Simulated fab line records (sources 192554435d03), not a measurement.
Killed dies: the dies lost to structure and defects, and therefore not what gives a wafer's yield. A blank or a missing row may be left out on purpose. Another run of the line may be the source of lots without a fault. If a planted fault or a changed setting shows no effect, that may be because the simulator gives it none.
Split-lot trial | flow n5_finfet | 39 wafers read from 7 lots, route of 1938 steps

ON THE SPLIT
At N5_BEOL_M2_DESCUM_33 (chemistry O2, time 7 s), the setting time_s was moved away from the recipe's 7 s on 18 of the 39 wafers read, by -27.3% to +56.7%. The other wafers ran this setting at the recipe's value.

The reading comes from the split's own step.

THE READING
CAR-EUV_of_BEOL_M2_COAT_22.thk_nm (the simulator's own value, which no gauge read), in nm, at N5_BEOL_M2_DESCUM_33 (chemistry O2, time 7 s). There is no usual value for it anywhere in the file. Across the 21 wafers here that went through the recipe, the average is 26.1 nm and the standard deviation 0.11 nm.

wafer  | tool, chamber at the split | time_s as run, s | against the recipe | CAR-EUV_of_BEOL_M2_COAT_22.thk_nm, nm | against lot-mates on the recipe
L080.1 | rie_diel-05, 0,3           | 7                | recipe             | 26                                    | -
L080.4 | rie_diel-05, 0,3           | 7                | recipe             | 26                                    | -
L080.3 | rie_diel-05, 1             | 7                | recipe             | 25.8                                  | -
L087.1 | rie_diel-05, 3,1,2         | 5.574            | -20.4%             | 26.6                                  | +0.6
L087.2 | rie_diel-05, 3,1,2         | 5.574            | -20.4%             | 26.6                                  | +0.6
L087.6 | rie_diel-05, 3,1,2         | 5.574            | -20.4%             | 26.6                                  | +0.6
L087.3 | rie_diel-05, 2,3,1         | 7                | recipe             | 26                                    | -
L087.4 | rie_diel-05, 2,3,1         | 7                | recipe             | 26                                    | -
L087.5 | rie_diel-05, 2,3,1         | 7                | recipe             | 26                                    | -
L088.1 | rie_diel-01, 0,3           | 9.306            | +32.9%             | 24.8                                  | -1.3
L088.2 | rie_diel-01, 0,3           | 9.306            | +32.9%             | 24.8                                  | -1.3
L088.3 | rie_diel-01, 1             | 7                | recipe             | 26.2                                  | -
L088.4 | rie_diel-01, 2             | 9.306            | +32.9%             | 25                                    | -1.1
L088.5 | rie_diel-01, 1,2           | 7                | recipe             | 26                                    | -
L088.6 | rie_diel-01, 1,2           | 7                | recipe             | 26                                    | -
L086.1 | rie_diel-06, 1,3,0         | 5.087            | -27.3%             | 27                                    | +0.9
L086.3 | rie_diel-06, 1,3,0         | 5.087            | -27.3%             | 27                                    | +0.9
L086.5 | rie_diel-06, 1,3,0         | 5.087            | -27.3%             | 27                                    | +0.9
L086.2 | rie_diel-06, 0,2           | 7                | recipe             | 26.2                                  | -
L086.4 | rie_diel-06, 0,2           | 7                | recipe             | 26.2                                  | -
L086.6 | rie_diel-06, 1             | 7                | recipe             | 26                                    | -
L095.1 | rie_diel-01, 2,0           | 5.73             | -18.1%             | 26.6                                  | +0.5
L095.4 | rie_diel-01, 2,0           | 5.73             | -18.1%             | 26.6                                  | +0.5
L095.2 | rie_diel-01, 1,3           | 7                | recipe             | 26.2                                  | -
L095.3 | rie_diel-01, 1,3           | 7                | recipe             | 26.2                                  | -
L095.5 | rie_diel-01, 1             | 5.73             | -18.1%             | 26.8                                  | +0.7
L095.6 | rie_diel-01, 0             | 7                | recipe             | 26                                    | -
L093.1 | rie_diel-01, 0             | 7                | recipe             | 26                                    | -
L093.2 | rie_diel-01, 2,0           | 10.43            | +49.0%             | 24.4                                  | -1.7
L093.6 | rie_diel-01, 2,0           | 10.43            | +49.0%             | 24.4                                  | -1.7
L093.3 | rie_diel-01, 1             | 10.43            | +49.0%             | 24.6                                  | -1.5
L093.4 | rie_diel-01, 3,1           | 7                | recipe             | 26.2                                  | -
L093.5 | rie_diel-01, 3,1           | 7                | recipe             | 26.2                                  | -
L094.1 | rie_diel-01, 3,1           | 10.97            | +56.7%             | 24.2                                  | -1.9
L094.6 | rie_diel-01, 3,1           | 10.97            | +56.7%             | 24.2                                  | -1.9
L094.2 | rie_diel-01, 1             | 7                | recipe             | 26.2                                  | -
L094.3 | rie_diel-01, 0             | 7                | recipe             | 26                                    | -
L094.5 | rie_diel-01, 0             | 7                | recipe             | 26                                    | -
L094.4 | rie_diel-01, 2             | 10.97            | +56.7%             | 24                                    | -2.1
Rows listing several chambers each stand for several wafers; the file does not say which wafer went through which chamber.

THE FIT
A straight line over all 39 wafers: CAR-EUV_of_BEOL_M2_COAT_22.thk_nm changes by -0.0334 nm for each +1% of time_s; r = -0.99; the points scatter about the line by 0.11 nm.
The same after taking each lot's own level away (the mean of its wafers on the recipe; 39 wafers): -0.0335 nm for each +1%; r = -0.99; scatter 0.092 nm.
According to that fit, moving time_s by its largest amount changes the reading by 1.9 nm.
Across the lots, their own levels run from 25.93 to 26.13 nm, a range of 1.8 times the standard deviation given above.
Hence the lot-to-lot level has little effect on the slope; both slopes agree.
Check: -1.94 nm against its lot-mates is what the line predicts for one of the wafers moved furthest among these (+56.7%) when that wafer is left out of the fit. It came out at -1.87 nm against them.

OTHER SPLITS APPLIED TO THESE WAFERS
Note: prior to the reading, these wafers also went through further splits. Each is held against what the fit with the lots' levels taken away leaves over:
other split on the same wafers                 | wafers away from the commonest value | r with CAR-EUV_of_BEOL_M2_COAT_22.thk_nm (lot level and that fit taken away)
N5_PMOS_HMC_CHANNEL_EPI_HM_DEP_34 target_thk_a | 6                                    | -0.04
N5_FIN_SAQP_HM_DEP_03 time_s                   | 12                                   | +0.14
N5_ILD0_ALD_15 ald_cycles                      | 15                                   | +0.28
N5_GATE_CUT_DESCUM_18 time_s                   | 6                                    | +0.07
N5_MOL_CONTACT_COAG_ALD_133 ald_cycles         | 12                                   | +0.08

FILE'S OWN FIT
CAR-EUV_of_BEOL_M2_COAT_22.thk_nm changes by -0.0337 nm for each +1% of time_s, r = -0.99.
